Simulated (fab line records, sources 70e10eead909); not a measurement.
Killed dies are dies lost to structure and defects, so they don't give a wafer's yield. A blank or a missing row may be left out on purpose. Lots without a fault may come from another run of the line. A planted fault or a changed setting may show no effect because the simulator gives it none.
fab line records | flow nand_harc
record lots=20 wafers=60 last_day=34
route steps=1302 shown A_STAIRCASE@680
lots that met no fault: from a run of the same line without faults
start_h: hours from the record's first day to the start of the lot's first wafer shown | wait_h: hours since the lot's step before | " the same as in the row above | L1.1+2: a row that stands for several wafers | - no value, or no start given | * or withheld: withheld | < > ~ a bound
route shown NAME@n: a module of which the file shows steps, and the number in the route of the first | usual: mean/standard deviation of fault-free wafers | same: alike in all rows | chamber/n: place in a boat | sites: the reading at each site | _std_site: their standard deviation | _edge_site: outer sites' mean less inner sites' | radius_mm: how far each site lies from the wafer's centre | mask NAME#n: copy n | behind: the tool/chamber that last shaped the wafer | hold: why the lot was held/for how many hours/how that ended | device: the transistor (n, p or np) that didn't switch | end of line: the same wafers' tests at the end of the route | a step without rows: its recipe alone | killed: dies lost to structure and defects at the first sort, not the wafer's yield | map: a wafer's dies, x killed, . not, _ none there
set.NAME: the setting as run; set.NAME@STEP: as run at that earlier step | model.NAME: the simulator's own value behind a step, which no gauge read
steps of the route over a sample of lots; a table a step, a row a wafer
services: from which hour (start_h, from the record's first day; less than 0 if before it) a tool's chamber was out of use, for how many hours, and why
## steps
# step NHARC_A_STAIRCASE_ETCH_23
# recipe target_depth_a=1000 time_s=40.5 ion_energy_ev=400 c4f8_flow_sccm=20 o2_flow_sccm=10 ar_flow_sccm=withheld rf_w=600 bias_w=1000 chemistry=C4F8/O2
# usual bias_w=1000/3.1 chamber_pressure_mTorr=25.002/0.022 oes_product_au=0.949/0.013 rf_vpp_V=898/5.3
# columns lot.wafer tool chamber start_h wait_h bias_w chamber_pressure_mTorr oes_product_au rf_hours_counter_h rf_vpp_V
L074.1 rie_diel-04 2 - - 1002 24.992 0.940 59 886
L074.3 " 3 " " 995 24.999 0.949 58 903
L074.5 " 1 " " 1001 24.999 0.933 - 889
L075.3 rie_diel-12 0 - - 1005 24.989 0.953 21 888
L075.1 " 1 " " 999 24.999 0.945 21 900
L075.4 " 3 " " 999 25.006 0.967 18 902
L076.4 rie_diel-04 2 - - 998 24.982 0.952 9 905
L076.1 " 1 " " 996 25.022 0.939 6 907
L076.6 " 3 " " 1000 25.019 0.962 - 903
L079.1 rie_diel-04 1 - - 1000 24.982 0.927 11 906
L079.4 " 3 " " 998 24.991 0.937 12 903
L079.5 " 1 " " 1001 25.008 0.926 - 907
L077.3 rie_diel-12 1 - - 998 24.997 0.940 35 901
L077.6 " 2 " " 1003 25.002 0.946 - 890
L077.5 " 3 " " 1003 25.009 0.948 - 902
L081.3 rie_diel-04 0 - - 1000 25.008 0.977 17 894
L081.4 " 1 " " 992 25.022 0.948 21 906
L081.5 " 3 " " 1002 25.011 0.961 - 903
L083.2 rie_diel-12 0 - - 996 25.011 0.946 50 887
L083.3 " 2 " " 995 24.988 0.943 48 890
L083.1 " 3 " " 999 25.023 0.953 47 901
L084.3 rie_diel-02 1 - - 1001 25.005 0.954 17 896
L084.2 " 3 " " 997 24.972 0.986 16 900
L084.6 " 1 " " 1008 25.005 0.948 - 897
L085.4 rie_diel-12 2 - - 1002 24.991 0.951 5 891
L085.5 " 1 " " 997 25.001 0.978 - 900
L085.6 " 2 " " 1001 25.016 0.954 - 889
L086.2 rie_diel-02 3 - - 1008 25.015 0.958 24 901
L086.5 " 0 " " 1004 24.994 0.948 - 899
L086.6 " 1 " " 1007 25.005 0.962 - 896
L087.2 rie_diel-02 1 - - 1008 25.027 0.966 23 895
L087.3 " 2 " " 1002 24.994 0.963 24 897
L087.6 " 1 " " 1004 25.020 0.971 - 897
L088.3 rie_diel-12 1 - - 1001 25.009 0.945 17 901
L088.4 " 1 " " 1000 25.017 0.950 - 900
L088.6 " 0 " " 1002 25.025 0.948 - 906
L089.3 rie_diel-02 0 - - 1001 24.982 0.929 31 900
L089.4 " 1 " " 1006 25.011 0.934 28 894
L089.5 " 2 " " 997 25.018 0.931 - 897
L091.4 rie_diel-12 3 - - 1003 24.998 0.960 21 900
L091.1 " 0 " " 1004 25.024 0.963 22 905
L091.6 " 0 " " 1002 25.059 0.952 - 905
L092.4 rie_diel-04 3 - - 1001 25.016 0.973 55 903
L092.3 " 0 " " 1003 24.982 0.962 51 893
L092.5 " 1 " " 1000 25.007 0.951 - 905
L093.4 rie_diel-02 2 - - 1003 25.017 0.934 41 896
L093.2 " 3 " " 1000 24.987 0.957 42 899
L093.3 " 0 " " 994 25.004 0.929 42 898
L094.4 rie_diel-12 1 - - 1001 25.007 0.942 40 899
L094.5 " 1 " " 1000 25.044 0.953 - 899
L094.6 " 2 " " 999 25.021 0.971 - 890
L096.4 rie_diel-12 2 - - 998 24.995 0.957 32 891
L096.1 " 0 " " 998 25.031 0.961 43 905
L096.5 " 3 " " 998 24.974 0.957 - 899
L095.2 rie_diel-02 3 - - 1003 24.991 0.945 55 899
L095.4 " 0 " " 1000 24.984 0.918 57 898
L095.5 " 3 " " 999 24.986 0.939 - 900
L097.1 rie_diel-12 2 - - 1002 25.016 0.969 39 889
L097.3 " 3 " " 996 24.986 0.965 44 900
L097.5 " 2 " " 999 24.997 0.958 - 890
# step NHARC_A_STAIRCASE_ETCH_199
# recipe target_depth_a=1000 time_s=40.5 ion_energy_ev=400 c4f8_flow_sccm=20 o2_flow_sccm=10 ar_flow_sccm=withheld rf_w=600 bias_w=1000 chemistry=C4F8/O2
# usual bias_w=1001/3 chamber_pressure_mTorr=25.000/0.024 oes_product_au=0.944/0.015 rf_vpp_V=900/5.4
# columns lot.wafer tool chamber start_h wait_h bias_w chamber_pressure_mTorr oes_product_au rf_hours_counter_h rf_vpp_V
L075.1 rie_diel-02 3 - - 1003 25.010 0.943 44 900
L075.4 " 0 " " 1001 24.970 0.929 46 901
L075.3 " 1 " " 997 25.011 0.921 48 896
L074.3 rie_diel-02 1 - - 997 25.042 0.930 48 897
L074.1 " 2 " " 1001 25.005 0.922 48 897
L074.5 " 0 " " 1004 25.010 0.929 - 900
L076.4 rie_diel-04 0 - - 1001 25.000 0.974 7 893
L076.1 " 2 " " 999 24.935 0.942 10 906
L076.6 " 0 " " 1002 25.035 0.983 - 893
L079.1 rie_diel-12 3 - - 994 24.986 0.948 37 901
L079.4 " 1 " " 997 24.978 0.932 36 901
L079.5 " 2 " " 1002 24.979 0.948 - 891
L077.3 rie_diel-04 2 - - 1000 25.004 0.936 14 906
L077.5 " 1 " " 1005 25.000 0.942 - 906
L077.6 " 2 " " 1002 24.989 0.951 - 905
L081.3 rie_diel-04 3 - - 996 24.988 0.927 25 903
L081.4 " 2 " " 998 24.997 0.945 26 906
L081.5 " 3 " " 998 25.023 0.939 - 904
L083.2 rie_diel-12 2 - - 1000 24.990 0.947 49 890
L083.3 " 3 " " 1001 25.058 0.961 48 902
L083.1 " 0 " " 1003 25.013 0.941 50 887
L084.3 rie_diel-02 2 - - 1000 25.022 0.927 17 896
L084.2 " 3 " " 1005 24.975 0.928 17 901
L084.6 " 0 " " 1004 24.993 0.932 - 900
L085.4 rie_diel-04 1 - - 1000 24.961 0.945 45 905
L085.6 " 3 " " 998 24.989 0.971 - 902
L085.5 " 0 " " 1003 24.991 0.994 - 893
L086.2 rie_diel-12 1 - - 999 24.988 0.944 10 899
L086.5 " 1 " " 998 25.009 0.946 - 899
L086.6 " 2 " " 999 25.004 0.960 - 891
L087.2 rie_diel-12 0 - - 994 24.974 0.948 10 904
L087.3 " 3 " " 1002 24.972 0.948 8 901
L087.6 " 0 " " 1004 25.000 0.957 - 906
L089.3 rie_diel-04 1 - - 999 25.027 0.928 51 905
L089.4 " 3 " " 999 24.977 0.941 50 901
L089.5 " 0 " " 1003 24.996 0.953 - 892
L088.3 rie_diel-04 0 - - 1009 25.019 0.982 45 892
L088.4 " 2 " " 1000 25.009 0.965 54 906
L088.6 " 3 " " 1001 25.002 0.957 - 902
L091.1 rie_diel-04 3 - - 1001 24.963 0.954 53 903
L091.4 " 1 " " 1000 24.974 0.932 55 905
L091.6 " 3 " " 1003 25.035 0.955 - 902
L092.4 rie_diel-04 0 - - 1003 24.944 0.953 51 893
L092.3 " 1 " " 998 24.983 0.926 59 904
L092.5 " 3 " " 998 25.004 0.932 - 902
L093.2 rie_diel-12 2 - - 1001 25.053 0.948 20 889
L093.4 " 0 " " 1008 25.008 0.942 31 906
L093.3 " 1 " " 998 24.999 0.929 32 899
L094.4 rie_diel-12 2 - - 1003 25.005 0.954 28 890
L094.5 " 0 " " 1000 24.994 0.956 - 907
L094.6 " 1 " " 1001 25.012 0.951 - 899
L096.4 rie_diel-04 2 - - 1004 24.977 0.908 7 905
L096.1 " 3 " " 998 25.009 0.919 6 902
L096.5 " 3 " " 1006 24.983 0.931 - 902
L095.4 rie_diel-04 0 - - 999 25.018 0.940 6 892
L095.2 " 2 " " 1002 25.014 0.912 7 905
L095.5 " 3 " " 1004 25.010 0.928 - 905
L097.1 rie_diel-04 2 - - 999 24.973 0.948 19 903
L097.3 " 3 " " 1002 25.023 0.956 18 902
L097.5 " 0 " " 1002 25.028 0.949 - 893
# step NHARC_A_STAIRCASE_ETCH_203
# recipe target_depth_a=1000 time_s=40.5 ion_energy_ev=400 c4f8_flow_sccm=20 o2_flow_sccm=10 ar_flow_sccm=withheld rf_w=600 bias_w=1000 chemistry=C4F8/O2
# usual bias_w=1000.2/2.9 chamber_pressure_mTorr=25.001/0.022 oes_product_au=0.946/0.012 rf_vpp_V=900/5.4
# columns lot.wafer tool chamber start_h wait_h bias_w chamber_pressure_mTorr oes_product_au rf_hours_counter_h rf_vpp_V
L075.1 rie_diel-02 2 - - 997.0 25.020 0.917 48 896
L075.4 " 0 " " 995.1 24.961 0.925 47 901
L075.3 " 1 " " 995.9 25.037 0.917 49 898
L074.3 rie_diel-02 2 - - 998.2 25.012 0.925 48 896
L074.1 " 3 " " 998.2 24.976 0.943 45 901
L074.5 " 1 " " 997.8 24.982 0.940 - 895
L076.1 rie_diel-04 1 - - 1003.9 24.978 0.937 8 905
L076.4 " 2 " " 1004.3 25.014 0.938 10 908
L076.6 " 0 " " 999.2 25.016 0.978 - 893
L079.4 rie_diel-12 1 - - 1000.6 25.030 0.928 36 897
L079.1 " 3 " " 1002.1 25.004 0.951 37 901
L079.5 " 1 " " 999.6 25.006 0.936 - 901
L077.3 rie_diel-04 2 - - 1000.6 25.061 0.957 14 904
L077.5 " 1 " " 1003.0 24.984 0.930 - 905
L077.6 " 2 " " 998.9 25.037 0.942 - 906
L081.3 rie_diel-04 2 - - 997.4 24.995 0.936 26 905
L081.4 " 1 " " 998.8 25.016 0.941 23 905
L081.5 " 2 " " 1000.8 25.000 0.947 - 904
L083.3 rie_diel-12 1 - - 1000.4 25.014 0.931 48 900
L083.2 " 2 " " 997.1 24.970 0.957 49 890
L083.1 " 3 " " 1000.2 25.014 0.967 48 901
L084.2 rie_diel-02 0 - - 999.9 24.963 0.937 19 899
L084.3 " 1 " " 997.9 24.988 0.949 18 896
L084.6 " 3 " " 1004.1 24.982 0.958 - 899
L085.4 rie_diel-04 0 - - 999.6 24.999 0.984 38 891
L085.6 " 2 " " 998.6 25.018 0.955 - 907
L085.5 " 3 " " 1004.3 24.997 0.948 - 902
L086.2 rie_diel-12 1 - - 1000.1 24.985 0.935 10 901
L086.5 " 2 " " 997.9 24.994 0.950 - 891
L086.6 " 3 " " 1002.3 25.003 0.952 - 901
L087.3 rie_diel-12 1 - - 999.9 25.012 0.953 11 901
L087.2 " 3 " " 1002.3 25.007 0.959 8 901
L087.6 " 1 " " 999.8 25.005 0.932 - 899
L089.4 rie_diel-04 2 - - 1001.9 25.002 0.940 54 905
L089.3 " 3 " " 999.7 24.994 0.954 50 903
L089.5 " 0 " " 999.9 25.000 0.951 - 893
L088.4 rie_diel-04 2 - - 999.4 24.988 0.939 55 905
L088.3 " 0 " " 1000.0 25.048 0.964 46 893
L088.6 " 1 " " 1000.7 24.998 0.933 - 905
L091.4 rie_diel-04 0 - - 995.6 24.976 0.962 48 892
L091.1 " 1 " " 1001.0 24.995 0.942 55 903
L091.6 " 2 " " 1001.8 24.988 0.953 - 905
L092.3 rie_diel-04 0 - - 995.4 25.030 0.953 52 891
L092.4 " 2 " " 996.0 25.000 0.949 61 906
L092.5 " 3 " " 998.5 25.011 0.952 - 902
L093.4 rie_diel-12 0 - - 1000.4 24.972 0.938 31 905
L093.2 " 1 " " 1001.8 25.023 0.930 32 899
L093.3 " 3 " " 998.9 24.963 0.952 28 900
L094.4 rie_diel-12 1 - - 998.8 24.982 0.947 41 898
L094.5 " 1 " " 1001.4 25.002 0.955 - 899
L094.6 " 2 " " 999.0 25.023 0.960 - 889
L096.1 rie_diel-04 0 - - 1004.2 25.005 0.951 6 893
L096.4 " 3 " " 1001.8 25.000 0.948 7 903
L096.5 " 0 " " 1001.7 25.020 0.941 - 893
L095.2 rie_diel-04 0 - - 1001.6 24.979 0.952 6 893
L095.4 " 3 " " 1001.3 24.982 0.945 7 903
L095.5 " 0 " " 999.7 25.001 0.950 - 893
L097.1 rie_diel-04 1 - - 1006.4 25.009 0.948 19 906
L097.3 " 2 " " 1002.2 25.005 0.924 19 904
L097.5 " 1 " " 1005.6 25.023 0.940 - 905
# step NHARC_A_STAIRCASE_ETCH_234
# recipe target_depth_a=1000 time_s=40.5 ion_energy_ev=400 c4f8_flow_sccm=20 o2_flow_sccm=10 ar_flow_sccm=withheld rf_w=600 bias_w=1000 chemistry=C4F8/O2
# usual bias_w=1000/3.3 chamber_pressure_mTorr=24.998/0.023 oes_product_au=0.945/0.014 rf_vpp_V=899/5.6
# columns lot.wafer tool chamber start_h wait_h bias_w chamber_pressure_mTorr oes_product_au rf_hours_counter_h rf_vpp_V
L075.4 rie_diel-04 3 - - 999 25.012 0.956 0 903
L075.1 " 0 " " 1003 25.015 0.973 0 893
L075.3 " 1 " " 1004 25.003 0.934 0 906
L074.1 rie_diel-12 0 - - 1002 25.033 0.943 27 888
L074.3 " 1 " " 1002 24.952 0.937 26 899
L074.5 " 1 " " 998 24.968 0.929 - 900
L076.1 rie_diel-12 0 - - 996 24.980 0.948 36 887
L076.4 " 3 " " 998 25.003 0.966 34 902
L076.6 " 1 " " 999 25.047 0.930 - 899
L079.1 rie_diel-12 2 - - 1001 24.972 0.935 37 890
L079.5 " 1 " " 999 25.016 0.921 - 901
L079.4 " 2 " " 999 24.968 0.944 - 890
L077.3 rie_diel-04 2 - - 1000 25.033 0.928 16 906
L077.5 " 2 " " 1000 25.017 0.941 - 905
L077.6 " 3 " " 998 24.998 0.941 - 905
L081.3 rie_diel-04 3 - - 1000 25.019 0.936 26 904
L081.4 " 2 " " 998 24.977 0.946 27 904
L081.5 " 0 " " 998 24.994 0.961 - 893
L083.1 rie_diel-02 2 - - 993 24.973 0.936 10 897
L083.3 " 0 " " 998 24.988 0.936 11 900
L083.2 " 1 " " 1004 24.987 0.943 10 896
L084.3 rie_diel-12 0 - - 1003 24.995 0.955 2 905
L084.2 " 2 " " 1002 25.002 0.956 2 891
L084.6 " 3 " " 1005 24.978 0.965 - 900
L085.4 rie_diel-12 1 - - 1001 24.968 0.923 9 900
L085.6 " 1 " " 1001 24.993 0.920 - 899
L085.5 " 2 " " 1002 24.986 0.926 - 890
L086.2 rie_diel-12 1 - - 993 25.002 0.935 10 901
L086.6 " 0 " " 997 25.040 0.946 - 906
L086.5 " 1 " " 997 25.017 0.941 - 899
L087.3 rie_diel-04 2 - - 1003 25.025 0.942 50 904
L087.2 " 3 " " 1001 25.003 0.936 46 903
L087.6 " 1 " " 997 25.008 0.947 - 904
L089.3 rie_diel-12 0 - - 1005 25.010 0.946 21 906
L089.4 " 1 " " 1004 25.003 0.953 22 898
L089.5 " 2 " " 1005 25.008 0.965 - 889
L088.3 rie_diel-12 0 - - 1002 25.002 0.949 22 906
L088.4 " 1 " " 999 25.028 0.946 23 900
L088.6 " 0 " " 1002 25.012 0.943 - 906
L091.4 rie_diel-12 1 - - 1005 24.996 0.942 25 900
L091.1 " 3 " " 1000 24.973 0.952 23 899
L091.6 " 0 " " 1000 24.999 0.953 - 906
L092.4 rie_diel-12 0 - - 998 24.983 0.960 31 906
L092.3 " 1 " " 998 24.957 0.947 32 899
L092.5 " 0 " " 1000 25.013 0.961 - 905
L093.4 rie_diel-12 1 - - 1011 25.013 0.947 37 898
L093.2 " 2 " " 996 24.974 0.957 24 889
L093.3 " 3 " " 998 24.960 0.957 31 900
L094.4 rie_diel-12 3 - - 1001 25.011 0.965 35 903
L094.5 " 1 " " 1000 25.002 0.936 - 899
L094.6 " 2 " " 1003 24.942 0.964 - 890
L095.2 rie_diel-12 2 - - 997 24.984 0.974 37 890
L095.4 " 1 " " 1002 25.013 0.930 52 899
L095.5 " 3 " " 996 25.039 0.945 - 900
L096.1 rie_diel-12 0 - - 1004 24.995 0.955 47 905
L096.4 " 1 " " 999 24.984 0.952 52 900
L096.5 " 2 " " 995 24.982 0.961 - 891
L097.1 rie_diel-04 2 - - 996 24.970 0.938 20 904
L097.3 " 1 " " 996 24.983 0.946 20 905
L097.5 " 2 " " 997 24.987 0.930 - 903
# step NHARC_A_STAIRCASE_DESCUM_270
# recipe time_s=3 o2_flow_sccm=200 ar_flow_sccm=0 bias_power_w=0 chemistry=O2
# usual chamber_pressure_mTorr=60.00/0.057 drypump_motor_current_A=5.8/0.48 oes_product_au=1.002/0.01 rf_vpp_V=58.0/0.85 showerhead_plenum_p_Torr=1.96/0.083 throttle_valve_pct=11.311/0.0099
# columns lot.wafer tool chamber start_h wait_h chamber_pressure_mTorr drypump_motor_current_A oes_product_au rf_hours_counter_h rf_vpp_V showerhead_plenum_p_Torr throttle_valve_pct
L075.1 rie_diel-12 1 374.85 - 59.97 6.7 0.985 26 56.9 1.98 11.325
L075.4 " 2 " " 59.89 5.3 0.992 24 56.8 1.83 11.318
L075.3 " 3 " " 60.06 5.9 1.016 26 59.4 2.00 11.290
L074.3 rie_diel-04 0 376.89 - 59.98 5.3 1.012 4 58.0 1.88 11.309
L074.1 " 1 " " 60.01 6.0 0.979 4 58.3 2.08 11.292
L074.5 " 0 " " 60.02 5.3 1.020 - 56.9 1.88 11.308
L076.4 rie_diel-02 2 397.23 - 60.07 5.5 0.990 60 58.1 1.92 11.304
L076.1 " 3 " " 60.00 5.6 1.014 57 57.1 1.98 11.313
L076.6 " 0 " " 59.92 6.7 0.989 - 58.0 1.98 11.331
L079.1 rie_diel-12 1 407.43 - 59.98 6.7 0.995 40 57.9 1.98 11.317
L079.4 " 2 " " 60.10 5.3 1.003 38 56.6 1.83 11.315
L079.5 " 3 " " 59.94 5.9 1.010 - 59.5 1.99 11.314
L077.3 rie_diel-04 2 409.34 - 59.98 6.3 0.997 19 58.5 2.07 11.302
L077.5 " 3 " " 59.92 6.0 0.987 - 58.8 2.03 11.310
L077.6 " 1 " " 60.01 6.0 0.986 - 56.6 2.07 11.305
L081.3 rie_diel-02 1 441.95 - 60.08 5.1 1.006 11 57.8 1.91 11.305
L081.4 " 2 " " 60.07 5.5 1.005 11 57.9 1.92 11.298
L081.5 " 1 " " 59.97 5.1 0.999 - 58.3 1.91 11.313
L083.1 rie_diel-02 3 449.76 - 59.93 5.6 1.011 15 59.0 1.97 11.302
L083.2 " 0 " " 60.00 6.6 0.996 15 58.2 1.97 11.307
L083.3 " 1 " " 60.08 5.0 0.997 14 58.8 1.91 11.296
L084.2 rie_diel-02 2 469.02 - 60.03 5.5 0.999 20 56.8 1.92 11.310
L084.3 " 1 " " 60.07 5.1 1.005 19 58.3 1.91 11.321
L084.6 " 2 " " 59.99 5.5 0.998 - 58.7 1.92 11.325
L085.4 rie_diel-04 0 486.57 - 60.06 5.3 1.017 40 56.6 1.86 11.324
L085.5 " 2 " " 59.94 6.3 0.999 - 56.7 2.06 11.312
L085.6 " 3 " " 59.96 6.1 0.998 - 58.3 2.02 11.335
L086.2 rie_diel-12 2 494.33 - 59.98 5.3 1.004 10 59.1 1.82 11.308
L086.5 " 2 " " 60.02 5.3 1.012 - 57.5 1.82 11.309
L086.6 " 3 " " 59.99 5.9 1.016 - 57.8 1.99 11.306
L087.3 rie_diel-04 3 502.98 - 60.04 6.1 0.999 47 57.9 2.02 11.306
L087.2 " 2 " " 60.08 6.2 0.997 51 58.3 2.06 11.306
L087.6 " 3 " " 60.04 6.1 1.009 - 58.4 2.02 11.296
L089.4 rie_diel-02 1 519.27 - 59.97 5.1 1.005 35 57.3 1.90 11.292
L089.3 " 0 " " 59.92 6.7 0.999 38 58.2 1.96 11.295
L089.5 " 2 " " 59.95 5.5 1.004 - 57.8 1.91 11.298
L088.4 rie_diel-04 2 522.55 - 59.92 6.3 1.008 57 57.5 2.06 11.304
L088.3 " 1 " " 60.03 6.0 1.000 55 57.8 2.06 11.312
L088.6 " 3 " " 60.00 6.1 0.998 - 57.0 2.02 11.302
L091.1 rie_diel-12 3 532.59 - 60.06 5.9 1.006 26 58.2 1.98 11.311
L091.4 " 0 " " 60.02 5.8 1.010 29 58.3 2.07 11.321
L091.6 " 3 " " 60.00 5.9 1.001 - 58.8 1.98 11.320
L092.3 rie_diel-12 3 543.73 - 60.06 5.9 1.005 31 57.9 1.98 11.319
L092.4 " 0 " " 59.97 5.9 1.008 34 57.4 2.07 11.313
L092.5 " 2 " " 60.01 5.3 1.018 - 57.6 1.81 11.321
L093.4 rie_diel-12 3 546.79 - 59.98 5.9 1.016 32 57.0 1.98 11.308
L093.3 " 0 " " 59.94 5.8 1.009 35 57.7 2.07 11.315
L093.2 " 2 " " 59.99 5.3 1.008 26 57.0 1.81 11.312
L094.4 rie_diel-02 3 567.05 - 60.06 5.6 1.015 53 56.7 1.96 11.294
L094.5 " 2 " " 59.91 5.5 0.995 - 57.3 1.91 11.310
L094.6 " 3 " " 60.01 5.6 1.005 - 58.2 1.96 11.334
L095.4 rie_diel-12 2 587.01 - 60.00 5.3 1.024 38 58.2 1.81 11.322
L095.2 " 3 " " 60.02 5.9 1.019 42 59.2 1.98 11.327
L095.5 " 0 " " 60.05 5.8 1.007 - 59.0 2.06 11.312
L096.1 rie_diel-04 1 588.02 - 59.99 6.0 0.993 13 57.3 2.05 11.311
L096.4 " 3 " " 60.04 6.1 0.985 14 57.2 2.01 11.319
L096.5 " 0 " " 60.10 5.3 1.013 - 57.6 1.86 11.298
L097.3 rie_diel-12 2 608.40 - 60.07 5.3 1.003 42 58.8 1.81 11.310
L097.1 " 0 " " 59.99 5.8 1.005 54 58.3 2.06 11.308
L097.5 " 1 " " 60.06 6.7 1.005 - 57.3 1.95 11.313
# step NHARC_A_STAIRCASE_ETCH_452
# recipe target_depth_a=300 overetch_a=30 time_s=16.5 ion_energy_ev=100 cf4_flow_sccm=80 o2_flow_sccm=20 ar_flow_sccm=0 rf_w=300 bias_w=100 chemistry=CF4/O2
# usual bias_w=99.99/0.28 cf4_flow_sccm=79.97/0.24 chamber_pressure_mTorr=29.999/0.026 drypump_motor_current_A=5.9/0.53 oes_product_au=1.002/0.012 rf_vpp_V=198.4/1.4 showerhead_plenum_p_Torr=1.37/0.053 throttle_valve_pct=13.396/0.0095
# columns lot.wafer tool chamber start_h wait_h bias_w cf4_flow_sccm chamber_pressure_mTorr drypump_motor_current_A oes_product_au rf_hours_counter_h rf_vpp_V showerhead_plenum_p_Torr throttle_valve_pct
L075.1 rie_diel-02 1 - - 99.83 79.85 30.019 5.1 1.005 53 198.7 1.34 13.392
L075.3 " 2 " " 99.35 79.94 29.990 5.5 0.989 55 197.8 1.34 13.405
L075.4 " 3 " " 99.69 80.08 30.025 5.6 0.996 52 197.5 1.38 13.403
L074.1 rie_diel-02 0 - - 100.22 79.84 30.030 6.6 0.998 52 198.7 1.38 13.397
L074.3 " 3 " " 100.00 80.29 29.966 5.5 1.007 52 198.8 1.38 13.397
L074.5 " 1 " " 99.61 79.84 29.999 5.1 1.002 - 198.3 1.34 13.385
L076.1 rie_diel-12 1 - - 99.62 80.19 30.025 6.7 0.996 39 199.2 1.38 13.406
L076.4 " 3 " " 100.23 79.81 30.045 5.9 1.024 37 199.8 1.39 13.407
L076.6 " 1 " " 99.73 79.95 30.021 6.7 0.979 - 198.0 1.38 13.391
L077.3 rie_diel-04 3 - - 99.83 80.23 30.009 6.0 0.993 21 199.9 1.41 13.397
L077.5 " 3 " " 100.09 80.20 29.997 6.0 1.001 - 199.4 1.41 13.402
L077.6 " 0 " " 100.17 80.39 29.980 5.3 1.022 - 198.5 1.31 13.384
L079.1 rie_diel-12 2 416.64 0.1 100.13 80.06 29.992 5.2 1.002 44 197.8 1.28 13.395
L079.4 " 1 " " 100.01 80.05 30.034 6.7 0.978 44 198.1 1.38 13.402
L079.5 " 3 " " 99.84 80.07 30.000 5.9 1.012 - 199.6 1.39 13.388
L081.4 rie_diel-04 1 - - 100.14 79.91 30.016 6.1 0.993 31 199.2 1.44 13.377
L081.3 " 0 " " 99.96 79.59 29.965 5.3 1.025 25 197.3 1.31 13.409
L081.5 " 1 " " 99.98 79.80 29.998 6.0 1.001 - 200.7 1.44 13.385
L083.3 rie_diel-12 2 - - 100.00 79.52 30.001 5.3 1.022 1 195.9 1.27 13.373
L083.2 " 0 " " 99.42 80.23 30.014 5.8 1.007 0 199.2 1.45 13.394
L083.1 " 1 " " 100.35 79.67 30.022 6.7 1.015 0 199.8 1.38 13.387
L084.2 rie_diel-12 0 - - 100.34 80.25 29.992 5.8 1.014 7 199.8 1.44 13.402
L084.3 " 2 " " 99.99 79.74 30.001 5.3 1.016 6 196.0 1.27 13.400
L084.6 " 0 " " 100.29 80.07 30.031 5.8 1.006 - 200.0 1.44 13.396
L085.4 rie_diel-12 0 - - 99.66 80.03 29.994 5.8 1.008 10 199.0 1.44 13.406
L085.5 " 2 " " 99.87 79.84 30.003 5.3 1.017 - 196.5 1.27 13.376
L085.6 " 3 " " 100.28 79.89 29.939 5.9 1.007 - 198.4 1.38 13.409
L086.2 rie_diel-02 2 - - 100.03 79.97 29.974 5.6 0.995 30 196.6 1.34 13.404
L086.5 " 0 " " 99.89 79.51 29.983 6.7 0.986 - 198.6 1.37 13.402
L086.6 " 1 " " 99.76 79.88 30.017 5.1 1.001 - 196.6 1.33 13.411
L087.2 rie_diel-02 2 - - 100.09 80.18 30.001 5.5 0.992 33 198.8 1.34 13.390
L087.3 " 0 " " 99.75 79.93 30.008 6.7 0.985 35 197.5 1.37 13.381
L087.6 " 3 " " 99.74 79.52 30.031 5.6 1.004 - 198.7 1.37 13.404
L089.4 rie_diel-04 2 - - 99.66 79.84 30.001 6.3 0.990 59 200.1 1.43 13.388
L089.3 " 3 " " 99.88 79.83 29.953 6.0 0.994 54 198.0 1.41 13.400
L089.5 " 2 " " 99.81 80.29 30.021 6.3 0.995 - 199.4 1.43 13.398
L088.3 rie_diel-12 1 - - 100.55 80.43 30.018 6.7 0.989 30 197.5 1.37 13.406
L088.4 " 3 " " 99.73 80.24 30.001 5.9 1.020 26 198.4 1.38 13.392
L088.6 " 0 " " 100.33 80.18 30.012 5.8 1.004 - 199.1 1.44 13.388
L091.1 rie_diel-02 0 - - 99.95 80.28 29.999 6.7 0.984 46 197.4 1.37 13.390
L091.4 " 2 " " 100.10 80.02 30.012 5.5 0.998 44 197.4 1.33 13.394
L091.6 " 0 " " 100.15 80.05 29.996 6.7 0.987 - 199.5 1.37 13.410
L092.4 rie_diel-04 2 - - 99.51 79.61 30.000 6.3 0.982 2 199.5 1.43 13.395
L092.3 " 0 " " 99.90 80.42 29.976 5.3 1.009 2 197.3 1.30 13.396
L092.5 " 2 " " 99.87 79.83 29.986 6.3 0.976 - 199.6 1.43 13.410
L093.2 rie_diel-02 0 - - 99.76 80.11 29.974 6.7 0.985 53 196.6 1.37 13.395
L093.4 " 1 " " 100.36 79.89 29.951 5.1 1.001 50 197.8 1.32 13.395
L093.3 " 3 " " 100.25 80.11 29.953 5.5 1.003 50 199.4 1.37 13.383
L094.4 rie_diel-12 0 - - 99.68 79.95 29.992 5.8 1.009 43 201.1 1.44 13.406
L094.6 " 3 " " 100.01 80.37 29.973 5.9 1.016 - 198.5 1.38 13.400
L094.5 " 0 " " 99.82 79.73 30.031 5.8 1.006 - 199.9 1.44 13.395
L096.1 rie_diel-12 1 - - 99.98 79.69 30.014 6.7 1.003 55 199.6 1.36 13.394
L096.4 " 2 " " 100.42 79.97 30.014 5.3 1.017 - 196.0 1.26 13.395
L096.5 " 0 " " 99.81 79.76 30.000 5.8 1.012 - 200.6 1.43 13.378
L095.4 rie_diel-04 2 - - 100.08 80.17 30.000 6.3 0.986 18 200.3 1.43 13.394
L095.2 " 0 " " 100.27 80.00 29.940 5.3 1.003 18 197.2 1.30 13.400
L095.5 " 2 " " 100.30 80.24 30.020 6.3 0.984 - 199.5 1.43 13.387
L097.1 rie_diel-12 1 - - 99.70 79.72 30.043 6.7 1.000 62 197.8 1.36 13.393
L097.3 " 2 " " 99.81 80.13 29.994 5.3 1.015 46 197.0 1.26 13.391
L097.5 " 0 " " 99.59 79.69 30.044 5.8 1.017 - 200.4 1.43 13.396
## services
# columns tool chamber start_h hours kind
rie_diel-02 2 352.48 2.9 repair
rie_diel-12 0 352.81 - clean
rie_diel-12 1 352.81 - clean
rie_diel-12 2 352.81 - clean
rie_diel-12 3 352.81 - clean
rie_diel-04 0 354.57 4.2 repair
rie_diel-04 - 359.22 9.0 pm
rie_diel-02 - 371.02 0.4 repair
rie_diel-12 0 377.31 - clean
rie_diel-12 1 377.31 - clean
rie_diel-12 2 377.31 - clean
rie_diel-12 3 377.31 - clean
rie_diel-04 - 387.35 0.5 repair
rie_diel-02 - 397.36 9.0 pm
rie_diel-04 0 402.33 7.7 repair
rie_diel-02 - 416.53 0.6 repair
rie_diel-12 - 447.28 9.0 pm
rie_diel-02 3 455.29 2.5 repair
rie_diel-02 1 464.31 4.4 repair
rie_diel-12 2 499.02 10.7 repair
rie_diel-12 2 519.50 1.4 repair
rie_diel-04 - 536.33 9.0 pm
rie_diel-02 - 574.52 9.0 pm
rie_diel-12 3 596.29 4.9 repair
## key
fault none
